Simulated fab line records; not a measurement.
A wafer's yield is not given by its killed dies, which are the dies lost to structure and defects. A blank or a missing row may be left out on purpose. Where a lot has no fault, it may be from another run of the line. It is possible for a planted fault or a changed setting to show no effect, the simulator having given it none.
fab line records ; flow n5-finfet
record: lots: 7; wafers: 21
route steps=1938 shown BEOL_M11@1587 BEOL_M13@1685 BEOL_M14@1742
start-h: the number of hours between the record's first day and the start of the first shown wafer of the lot ; wait-h: hours from the lot's prior step to this one ; " unchanged from the row above ; L1.1+2: a row that stands for several wafers ; - either no value or no given start ; * or withheld: withheld ; < > ~ a bound
route shown NAME@n: names a module that has steps shown in the file, with the first one's number in the route ; usual: average and standard deviation across the fault-free wafers ; same: alike in all rows ; chamber/n: place in a boat ; sites: the reading at each site ; _std_site: standard deviation of those values ; _edge_site: mean of outer sites minus mean of inner sites ; radius-mm: how far each site lies from the wafer's centre ; mask NAME#n: copy n ; behind: the last tool/chamber to shape the wafer ; hold: why the lot went on hold/how many hours it stayed there/how the hold came to an end ; device: the transistor (n, p or np) that didn't switch ; end of line: the same wafers' tests at the end of the route ; for a step that has no rows: nothing shown but its recipe ; killed: count of dies lost to structure and defects at first sort (not the wafer's yield) ; map: a wafer's dies, x killed, . not, _ none there
set.NAME: setting as actually run; set.NAME@STEP: the setting as run at that earlier step ; model.NAME: the simulator's own value behind a step, which no gauge read
lots run with intentionally changed settings; tables by step, rows by wafer
== steps ==
step: N5_BEOL_M11_CURE_72
recipe: temp-c: 370; time-s: 120; ambient: DMADMS/He; material: SiCOH_lowk
usual: lamp-power-pct: 52.30/0.057
lot.wafer;tool;chamber;start-h;wait-h;set.time-s;lamp-power-pct
L078.2;uv-cure-03;0;303.82;0.1;120;52.26
L078.3;uv-cure-03;0;303.82;0.1;120;52.26
L078.5;uv-cure-03;0;303.82;0.1;137;51.57
L081.1;uv-cure-01;0;352.80;0.0;127.3;51.96
L081.2;uv-cure-01;0;352.80;0.0;120;52.31
L081.4;uv-cure-01;0;352.80;0.0;120;52.33
L084.1;uv-cure-03;1;381.40;0.0;99.88;52.35
L084.3;uv-cure-03;1;381.40;0.0;120;52.31
L084.6;uv-cure-03;1;381.40;0.0;99.88;52.23
L090.1;uv-cure-03;2;408.75;0.0;136.9;51.58
L090.3;uv-cure-03;2;408.75;0.0;120;52.32
L090.5;uv-cure-03;2;408.75;0.0;120;52.32
L087.1;uv-cure-03;0;409.05;0.2;120;52.42
L087.3;uv-cure-03;0;409.05;0.2;120;52.30
L087.4;uv-cure-03;0;409.05;0.2;120;52.38
L094.3;uv-cure-02;0;461.96;0.2;120;52.31
L094.5;uv-cure-02;0;461.96;0.2;120;52.31
L094.6;uv-cure-02;0;461.96;0.2;120;52.31
L089.1;uv-cure-02;1;462.36;0.1;120;52.25
L089.2;uv-cure-02;1;462.36;0.1;120;52.27
L089.3;uv-cure-02;1;462.36;0.1;120;52.30
step: N5_BEOL_M11_DEGAS_44
recipe: ambient: vacuum; temp-c: 250; time-s: 60
step: N5_BEOL_M11_PRE_CLEAN_45
recipe: gas: H2/He; time-s: 30; temp-c: 250
step: N5_BEOL_M11_ECD_50
recipe: material: Cu; target-thk-a: 3180
step: N5_BEOL_M11_ANNEAL_51
recipe: temp-c: 225; time-s: 90; ambient: N2
step: N5_BEOL_M11_CMP_52
recipe: stop-on: SiCOH_lowk; t-overpolish-s: 7; down-force-psi: 1; platen-rpm: 50; clearing-platen-down-force-psi: 1.5; clearing-platen-rpm: 50; post-cmp-clean: cu-alkaline; target-thk-nm: 140; clearing-platen-pad-velocity-m-s: 0.99484; pad-velocity-m-s: 0.99484
usual: barrier-field-endpoint-s: 28.9/0.61
lot.wafer;tool;chamber;start-h;wait-h;set.time-s@BEOL_M11_PECVD_70;set.source-w@BEOL_M11_TRENCH_ETCH_37;barrier-field-endpoint-s;model.Cu_of_BEOL_M11_ECD_50.thk-nm
L078.3;cmp-01;2;306.78;0.2;22.7;345;28.3;140.8
L078.2;cmp-01;3;306.78;0.2;22.7;320.2;29.1;134.8
L078.5;cmp-01;2;306.78;0.2;22.7;320.2;29.4;136
L081.1;cmp-01;0;355.14;0.5;22.7;378.2;28.3;145.4
L081.4;cmp-01;1;355.14;0.5;24.87;345;31.2;136.2
L081.2;cmp-01;3;355.14;0.5;22.7;378.2;29.2;146.6
L084.3;cmp-01;2;383.01;0.2;22.7;345;29.2;137.6
L084.1;cmp-01;3;383.01;0.2;24.78;345;31.0;138.8
L084.6;cmp-01;2;383.01;0.2;22.7;345;29.7;138.8
L090.1;cmp-03;2;411.55;0.3;22.7;345;29.7;142
L090.3;cmp-03;3;411.55;0.3;22.7;291.5;29.0;130.4
L090.5;cmp-03;2;411.55;0.3;22.7;291.5;29.5;130.8
L087.4;cmp-03;3;411.74;0.3;22.7;345;29.2;140.4
L087.3;cmp-03;1;411.74;0.3;22.7;345;29.2;141.4
L087.1;cmp-03;2;411.74;0.3;22.7;345;28.5;138
L094.3;cmp-01;2;464.07;0.2;22.7;389.7;28.4;150.2
L094.5;cmp-01;2;464.07;0.2;24.38;345;30.6;141.8
L094.6;cmp-01;3;464.07;0.2;24.38;389.7;31.7;149.2
L089.1;cmp-02;0;464.77;0.3;24.8;345;30.9;137.4
L089.2;cmp-02;1;464.77;0.3;24.8;345;31.0;142.4
L089.3;cmp-02;3;464.77;0.3;22.7;345;28.1;138.4
step: N5_BEOL_M11_THK_MEAS_53
recipe: thk-meas-gauge: xrf; reads: Cu_of_BEOL_M11_ECD_50
usual: M11_THK: 137.8/2
lot.wafer;tool;chamber;start-h;wait-h;set.source-w@BEOL_M11_TRENCH_ETCH_37;M11_THK[nm]
L078.2;film-metro-01;-;307.07;-;320.2;134.0
L078.3;film-metro-01;-;307.07;-;345;139.5
L078.5;film-metro-01;-;307.07;-;320.2;134.5
L081.1;film-metro-02;-;355.43;-;378.2;144.6
L081.2;film-metro-02;-;355.43;-;378.2;145.1
L081.4;film-metro-02;-;355.43;-;345;135.1
L084.1;film-metro-02;-;383.27;-;345;138.2
L084.3;film-metro-02;-;383.27;-;345;136.1
L084.6;film-metro-02;-;383.27;-;345;138.0
L090.1;film-metro-01;-;411.81;-;345;140.0
L090.3;film-metro-01;-;411.81;-;291.5;128.5
L090.5;film-metro-01;-;411.81;-;291.5;128.5
L087.1;film-metro-02;-;412.04;-;345;135.9
L087.3;film-metro-02;-;412.04;-;345;138.8
L087.4;film-metro-02;-;412.04;-;345;138.5
L094.3;film-metro-01;-;464.36;-;389.7;149.1
L094.5;film-metro-01;-;464.36;-;345;140.1
L094.6;film-metro-01;-;464.36;-;389.7;147.5
L089.1;film-metro-02;-;465.07;-;345;136.0
L089.2;film-metro-02;-;465.07;-;345;141.4
L089.3;film-metro-02;-;465.07;-;345;136.6
step: N5_BEOL_M11_PRE_CLEAN_55
recipe: gas: NH3; time-s: 15; temp-c: withheld; rf-power-w: 300
step: N5_BEOL_M11_DEP_56
recipe: material: SiCN; target-thk-a: 300; temp-c: withheld; precursor: 3MS/NH3; pressure-torr: 3; rf-w: 675; time-s: 10.5
step: N5_BEOL_M11_RS_MEAS_57
recipe: thk-meas-gauge: four-point-probe; reads: Cu_of_BEOL_M11_ECD_50+Co_of_BEOL_M11_CVD_75+TaN_of_BEOL_M11_ALD_74
usual: M11_RS: 0.1515/0.0025
lot.wafer;tool;chamber;start-h;wait-h;set.source-w@BEOL_M11_TRENCH_ETCH_37;M11_RS[ohm/sq]
L078.2;film-metro-01;-;307.20;0.0;320.2;0.1576
L078.3;film-metro-01;-;307.20;0.0;345;0.1501
L078.5;film-metro-01;-;307.20;0.0;320.2;0.1559
L081.1;film-metro-01;-;355.55;0.0;378.2;0.1449
L081.2;film-metro-01;-;355.55;0.0;378.2;0.1433
L081.4;film-metro-01;-;355.55;0.0;345;0.1557
L084.1;film-metro-02;-;383.40;0.0;345;0.1523
L084.3;film-metro-02;-;383.40;0.0;345;0.1536
L084.6;film-metro-02;-;383.40;0.0;345;0.1521
L090.1;film-metro-02;-;411.93;0.0;345;0.1488
L090.3;film-metro-02;-;411.93;0.0;291.5;0.1635
L090.5;film-metro-02;-;411.93;0.0;291.5;0.1624
L087.1;film-metro-01;-;412.16;0.0;345;0.1536
L087.3;film-metro-01;-;412.16;0.0;345;0.1496
L087.4;film-metro-01;-;412.16;0.0;345;0.1505
L094.3;film-metro-02;-;464.52;0.0;389.7;0.1399
L094.5;film-metro-02;-;464.52;0.0;345;0.1487
L094.6;film-metro-02;-;464.52;0.0;389.7;0.1408
L089.1;film-metro-02;-;465.22;0.1;345;0.1538
L089.2;film-metro-02;-;465.22;0.1;345;0.1482
L089.3;film-metro-02;-;465.22;0.1;345;0.1525
step: N5_BEOL_M13_EXPOSE_25
recipe: mask-id: M13; na: 0.93; source-shape: conventional; sigma-outer: 0.4; polarization: unpolarized; target-cd-nm: 210; dose-mj: 22
lot.wafer;tool;chamber;start-h;wait-h;mask;set.dose-mj
L078.2;krf-scanner-02;0;313.39;-;M13#0;22
L078.3+5;krf-scanner-02;0;313.39;-;M13#0;22.51
L081.1+2+4;krf-scanner-02;0;360.79;-;M13#0;22
L084.1+6;krf-scanner-01;0;390.52;-;M13#0;22
L084.3;krf-scanner-01;0;390.52;-;M13#0;23.08
L090.1+5;krf-scanner-01;0;419.01;-;M13#0;21.03
L090.3;krf-scanner-01;0;419.01;-;M13#0;22
L087.1+3+4;krf-scanner-01;0;419.88;-;M13#0;22
L094.3+5;krf-scanner-02;0;470.26;-;M13#0;22
L094.6;krf-scanner-02;0;470.26;-;M13#0;23.16
L089.1+2+3;krf-scanner-01;0;472.46;-;M13#0;22
step: N5_BEOL_M13_PEB_26
recipe: peb-temp-c: 130; peb-time-s: 90
step: N5_BEOL_M13_DEVELOP_27
recipe: develop-time-s: 45; rinse-liquid: diw; dry: air-spin; dev-temp-c: 21
step: N5_BEOL_M13_HARDBAKE_32
recipe: temp-c: 130; time-s: 120
step: N5_BEOL_M13_CD_MEAS_28
recipe: target-cd-nm: 209.5; landing-energy-ev: 500; detector: se-inlens
usual: cd-nm: 210.3/1.1
lot.wafer;tool;chamber;start-h;wait-h;set.dose-mj@BEOL_M13_EXPOSE_25;cd-nm
L078.2;cd-sem-03;0;313.55;-;22;210.7
L078.3;cd-sem-03;0;313.55;-;22.51;212.2
L078.5;cd-sem-03;0;313.55;-;22.51;212.6
L081.1;cd-sem-02;0;360.96;-;22;210.8
L081.2;cd-sem-02;0;360.96;-;22;209.2
L081.4;cd-sem-02;0;360.96;-;22;209.2
L084.1;cd-sem-01;0;390.69;-;22;209.2
L084.3;cd-sem-01;0;390.69;-;23.08;215.0
L084.6;cd-sem-01;0;390.69;-;22;209.0
L090.1;cd-sem-02;0;419.18;-;21.03;205.1
L090.3;cd-sem-02;0;419.18;-;22;210.8
L090.5;cd-sem-02;0;419.18;-;21.03;206.8
L087.1;cd-sem-02;0;420.05;-;22;208.6
L087.3;cd-sem-02;0;420.05;-;22;208.4
L087.4;cd-sem-02;0;420.05;-;22;210.3
L094.3;cd-sem-02;0;470.42;-;22;213.2
L094.5;cd-sem-02;0;470.42;-;22;212.6
L094.6;cd-sem-02;0;470.42;-;23.16;216.8
L089.1;cd-sem-01;0;472.63;-;22;209.4
L089.2;cd-sem-01;0;472.63;-;22;208.7
L089.3;cd-sem-01;0;472.63;-;22;208.7
step: N5_BEOL_M13_DESCUM_33
recipe: chemistry: O2; time-s: 7.9; source-power-w: 50; bias-power-w: 20; pressure-mtorr: 20; rf-frequency-hz: 2.712e+07; temp-c: 40; o2-flow-sccm: 225
lot.wafer;tool;chamber;start-h;wait-h;set.dose-mj@BEOL_M13_EXPOSE_25;model.BEOL_M13.cd-nm
L078.2;rie-diel-03;2;313.72;0.1;22;210.4
L078.3;rie-diel-03;3;313.72;0.1;22.51;212
L078.5;rie-diel-03;3;313.72;0.1;22.51;212.6
L081.1;rie-diel-06;0;361.05;0.0;22;210.6
L081.2;rie-diel-06;3;361.05;0.0;22;209.2
L081.4;rie-diel-06;2;361.05;0.0;22;209.6
L084.1;rie-diel-01;1;390.78;0.0;22;209
L084.3;rie-diel-01;2;390.78;0.0;23.08;215
L084.6;rie-diel-01;1;390.78;0.0;22;209.4
L090.1;rie-diel-03;2;419.48;0.2;21.03;205.4
L090.3;rie-diel-03;0;419.48;0.2;22;210.8
L090.5;rie-diel-03;0;419.48;0.2;21.03;206.4
L087.1;rie-diel-01;3;420.31;0.2;22;209.2
L087.3;rie-diel-01;1;420.31;0.2;22;208.8
L087.4;rie-diel-01;2;420.31;0.2;22;210
L094.3;rie-diel-01;2;470.50;0.0;22;212.8
L094.5;rie-diel-01;1;470.50;0.0;22;212.4
L094.6;rie-diel-01;0;470.50;0.0;23.16;216.4
L089.1+2;rie-diel-01;0,2;472.80;0.1;22;209.2
L089.3;rie-diel-01;3;472.80;0.1;22;208.6
step: N5_BEOL_M13_ETCH_67
recipe: chemistry: CF4; target: SiARC; target-depth-a: 1430; time-s: 238.3; ion-energy-ev: 80; pressure-mtorr: 40; source-w: 545; bias-w: 36; Ar_flow_sccm: 100; cf4-flow-sccm: 100; ends: cleared
lot.wafer;tool;chamber;start-h;wait-h;set.dose-mj@BEOL_M13_EXPOSE_25;model.BEOL_M13.cd-nm
L078.2;rie-diel-03;2;313.76;0.0;22;211.6
L078.3;rie-diel-03;3;313.76;0.0;22.51;212.4
L078.5;rie-diel-03;3;313.76;0.0;22.51;213
L081.1;rie-diel-06;0;361.08;0.0;22;211.2
L081.2;rie-diel-06;3;361.08;0.0;22;209.8
L081.4;rie-diel-06;2;361.08;0.0;22;210.2
L084.1+6;rie-diel-01;1;390.81;0.0;22;210.2
L084.3;rie-diel-01;2;390.81;0.0;23.08;216
L090.1;rie-diel-03;2;419.52;0.0;21.03;206.2
L090.3;rie-diel-03;0;419.52;0.0;22;210.8
L090.5;rie-diel-03;0;419.52;0.0;21.03;206.8
L087.1;rie-diel-01;3;420.34;0.0;22;209.2
L087.3;rie-diel-01;1;420.34;0.0;22;209.4
L087.4;rie-diel-01;2;420.34;0.0;22;210.2
L094.3;rie-diel-01;2;470.54;0.0;22;212.8
L094.5;rie-diel-01;1;470.54;0.0;22;213.4
L094.6;rie-diel-01;0;470.54;0.0;23.16;216.4
L089.1;rie-diel-01;0;472.84;0.0;22;209.6
L089.2;rie-diel-01;2;472.84;0.0;22;209.8
L089.3;rie-diel-01;3;472.84;0.0;22;209.2
step: N5_BEOL_M13_ETCH_68
recipe: chemistry: N2/H2; target: SOC; mask-material: SiARC; source-w: 3000; bias-w: 350; temp-c: 40; time-s: 355; ion-energy-ev: 200; pressure-mtorr: 30; n2-flow-sccm: 200; h2-flow-sccm: 200
lot.wafer;tool;chamber;start-h;wait-h;set.time-s;model.SiARC_of_BEOL_M13_COAT_66.thk-nm
L078.2;rie-diel-03;2;313.90;0.1;308.3;81.2
L078.3;rie-diel-03;3;313.90;0.1;355;76.8
L078.5;rie-diel-03;3;313.90;0.1;355;77.2
L081.1;rie-diel-06;0;361.23;0.1;355;77.8
L081.2;rie-diel-06;3;361.23;0.1;302.4;82
L081.4;rie-diel-06;2;361.23;0.1;355;77
L084.1;rie-diel-01;1;390.96;0.1;355;77
L084.3;rie-diel-01;2;390.96;0.1;375.6;74.8
L084.6;rie-diel-01;1;390.96;0.1;375.6;74.6
L090.1;rie-diel-03;2;419.66;0.1;389.7;74.2
L090.3;rie-diel-03;0;419.66;0.1;355;77.8
L090.5;rie-diel-03;0;419.66;0.1;389.7;74.4
L087.1;rie-diel-01;3;420.49;0.1;355;76.6
L087.3;rie-diel-01;1;420.49;0.1;355;76.8
L087.4;rie-diel-01;2;420.49;0.1;355;77.4
L094.3;rie-diel-01;2;470.68;0.1;355;77.4
L094.5+6;rie-diel-01;1,0;470.68;0.1;355;76.8
L089.1;rie-diel-01;0;472.98;0.1;417.8;71
L089.2;rie-diel-01;2;472.98;0.1;355;77.4
L089.3;rie-diel-01;3;472.98;0.1;355;76.8
step: N5_BEOL_M14_EXPOSE_25
recipe: mask-id: M14; na: 0.8; source-shape: annular; sigma-inner: 0.5; sigma-outer: 0.8; polarization: unpolarized; target-cd-nm: 280; dose-mj: 26.6
lot.wafer;tool;chamber;start-h;wait-h;mask;set.dose-mj
L078.2+3+5;krf-scanner-01;0;317.27;-;M14#0;26.6
L081.1+4;krf-scanner-01;0;367.12;-;M14#0;26.6
L081.2;krf-scanner-01;0;367.12;-;M14#0;25.84
L084.1+3+6;krf-scanner-02;0;398.06;-;M14#0;26.6
L090.1+3;krf-scanner-02;0;424.64;-;M14#0;25.05
L090.5;krf-scanner-02;0;424.64;-;M14#0;26.6
L087.1+3+4;krf-scanner-02;0;426.92;-;M14#0;26.6
L089.1+2+3;krf-scanner-02;0;476.62;-;M14#0;26.6
L094.3;krf-scanner-01;0;476.82;-;M14#0;28.59
L094.5+6;krf-scanner-01;0;476.82;-;M14#0;26.6
step: N5_BEOL_M14_PEB_26
recipe: peb-temp-c: 130; peb-time-s: 90
step: N5_BEOL_M14_DEVELOP_27
recipe: develop-time-s: 45; rinse-liquid: diw; dry: air-spin; dev-temp-c: 21
step: N5_BEOL_M14_HARDBAKE_32
recipe: temp-c: 130; time-s: 120
step: N5_BEOL_M14_CD_MEAS_28
recipe: target-cd-nm: 284.4; landing-energy-ev: 500; detector: se-inlens
usual: cd-nm: 284.4/1.6
lot.wafer;tool;chamber;start-h;wait-h;set.dose-mj@BEOL_M14_EXPOSE_25;cd-nm
L078.2;cd-sem-01;0;317.44;-;26.6;283.9
L078.3;cd-sem-01;0;317.44;-;26.6;283.8
L078.5;cd-sem-01;0;317.44;-;26.6;284.6
L081.1;cd-sem-02;0;367.29;-;26.6;281.6
L081.2;cd-sem-02;0;367.29;-;25.84;277.5
L081.4;cd-sem-02;0;367.29;-;26.6;284.6
L084.1;cd-sem-01;0;398.24;-;26.6;282.3
L084.3;cd-sem-01;0;398.24;-;26.6;283.9
L084.6;cd-sem-01;0;398.24;-;26.6;286.2
L090.1;cd-sem-03;0;424.81;-;25.05;274.3
L090.3;cd-sem-03;0;424.81;-;25.05;274.7
L090.5;cd-sem-03;0;424.81;-;26.6;284.5
L087.1;cd-sem-01;0;427.09;-;26.6;286.9
L087.3;cd-sem-01;0;427.09;-;26.6;286.0
L087.4;cd-sem-01;0;427.09;-;26.6;284.9
L089.1;cd-sem-03;0;476.79;-;26.6;286.2
L089.2;cd-sem-03;0;476.79;-;26.6;285.9
L089.3;cd-sem-03;0;476.79;-;26.6;284.2
L094.3;cd-sem-01;0;476.98;-;28.59;296.0
L094.5;cd-sem-01;0;476.98;-;26.6;283.7
L094.6;cd-sem-01;0;476.98;-;26.6;281.9
step: N5_BEOL_M14_DESCUM_33
recipe: chemistry: O2; time-s: 7.9; source-power-w: 50; bias-power-w: 20; pressure-mtorr: 20; rf-frequency-hz: 2.712e+07; temp-c: 40; o2-flow-sccm: 225
lot.wafer;tool;chamber;start-h;wait-h;set.dose-mj@BEOL_M14_EXPOSE_25;model.BEOL_M14.cd-nm
L078.2;rie-diel-04;2;317.53;0.0;26.6;283.6
L078.3;rie-diel-04;3;317.53;0.0;26.6;284
L078.5;rie-diel-04;1;317.53;0.0;26.6;285
L081.1;rie-diel-02;2;367.51;0.2;26.6;281.8
L081.2;rie-diel-02;1;367.51;0.2;25.84;277.4
L081.4;rie-diel-02;3;367.51;0.2;26.6;284.6
L084.1;rie-diel-04;1;398.47;0.2;26.6;282.2
L084.3;rie-diel-04;2;398.47;0.2;26.6;283.8
L084.6;rie-diel-04;3;398.47;0.2;26.6;286.2
L090.1;rie-diel-02;1;425.06;0.2;25.05;274.4
L090.3;rie-diel-02;2;425.06;0.2;25.05;274.8
L090.5;rie-diel-02;2;425.06;0.2;26.6;284.6
L087.1;rie-diel-04;2;427.38;0.2;26.6;287
L087.3;rie-diel-04;1;427.38;0.2;26.6;286
L087.4;rie-diel-04;3;427.38;0.2;26.6;285.2
L089.1;rie-diel-02;0;476.88;0.0;26.6;286.2
L089.2;rie-diel-02;3;476.88;0.0;26.6;286
L089.3;rie-diel-02;2;476.88;0.0;26.6;284.4
L094.3;rie-diel-04;2;477.07;0.0;28.59;295.8
L094.5;rie-diel-04;1;477.07;0.0;26.6;283.6
L094.6;rie-diel-04;2;477.07;0.0;26.6;282
step: N5_BEOL_M14_ETCH_68
recipe: chemistry: N2/H2; target: SOC; mask-material: SiARC; source-w: 3000; bias-w: 350; temp-c: 40; time-s: 450; ion-energy-ev: 200; pressure-mtorr: 30; n2-flow-sccm: 200; h2-flow-sccm: 200
lot.wafer;tool;chamber;start-h;wait-h;set.time-s;model.SiARC_of_BEOL_M14_COAT_66.thk-nm
L078.2+3;rie-diel-04;2,3;317.71;0.1;359.4;73.6
L078.5;rie-diel-04;1;317.71;0.1;359.4;74.6
L081.1;rie-diel-02;2;367.69;0.1;450;65.6
L081.2;rie-diel-02;1;367.69;0.1;484.2;62.2
L081.4;rie-diel-02;3;367.69;0.1;450;65.2
L084.1;rie-diel-04;1;398.65;0.1;450;65.8
L084.3;rie-diel-04;2;398.65;0.1;450;64.4
L084.6;rie-diel-04;3;398.65;0.1;450;64
L090.1;rie-diel-02;1;425.24;0.1;411;69.8
L090.3;rie-diel-02;2;425.24;0.1;411;70
L090.5;rie-diel-02;2;425.24;0.1;411;70.4
L087.1+4;rie-diel-04;2,3;427.56;0.1;450;63.8
L087.3;rie-diel-04;1;427.56;0.1;450;64.8
L089.1;rie-diel-02;0;477.06;0.1;508.5;59.2
L089.2;rie-diel-02;3;477.06;0.1;450;66
L089.3;rie-diel-02;2;477.06;0.1;450;65
L094.3;rie-diel-04;2;477.25;0.1;450;64.6
L094.5;rie-diel-04;1;477.25;0.1;450;65.6
L094.6;rie-diel-04;2;477.25;0.1;450;65.4
== key ==
split: step: N5_BEOL_M11_CURE_72; setting: time-s; stated: 120; by: wafer
response: step: N5_BEOL_M11_CURE_72; reading: lamp-power-pct; shape: bent; at-lowest: *; at-stated: *; at-highest: *
split: step: N5_BEOL_M13_EXPOSE_25; setting: dose-mj; stated: 22; by: wafer
response: step: N5_BEOL_M13_CD_MEAS_28; reading: cd-nm; change: +0.97; per: 1%; r: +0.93
response: step: N5_BEOL_M13_DESCUM_33; reading: model.BEOL_M13.cd-nm; change: +0.971; per: 1%; r: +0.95
response: step: N5_BEOL_M13_ETCH_67; reading: model.BEOL_M13.cd-nm; change: +0.878; per: 1%; r: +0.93
split: step: N5_BEOL_M13_ETCH_68; setting: time-s; stated: 355; by: wafer
response: step: N5_BEOL_M13_ETCH_68; reading: model.SiARC_of_BEOL_M13_COAT_66.thk-nm; change: -0.334; per: 1%; r: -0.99
split: step: N5_BEOL_M14_EXPOSE_25; setting: dose-mj; stated: 26.6; by: wafer
response: step: N5_BEOL_M14_CD_MEAS_28; reading: cd-nm; change: +1.77; per: 1%; r: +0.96
response: step: N5_BEOL_M14_DESCUM_33; reading: model.BEOL_M14.cd-nm; change: +1.75; per: 1%; r: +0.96
split: step: N5_BEOL_M14_ETCH_68; setting: time-s; stated: 450; by: wafer
response: step: N5_BEOL_M14_ETCH_68; reading: model.SiARC_of_BEOL_M14_COAT_66.thk-nm; change: -0.468; per: 1%; r: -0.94
split outside-this-file step=N5_BEOL_M11_PECVD_70 setting=time-s
split outside-this-file step=N5_BEOL_M11_TRENCH_ETCH_37 setting=source-w
split outside-this-file: this setting was split too, and the file shows its column; the key of that split is in another file
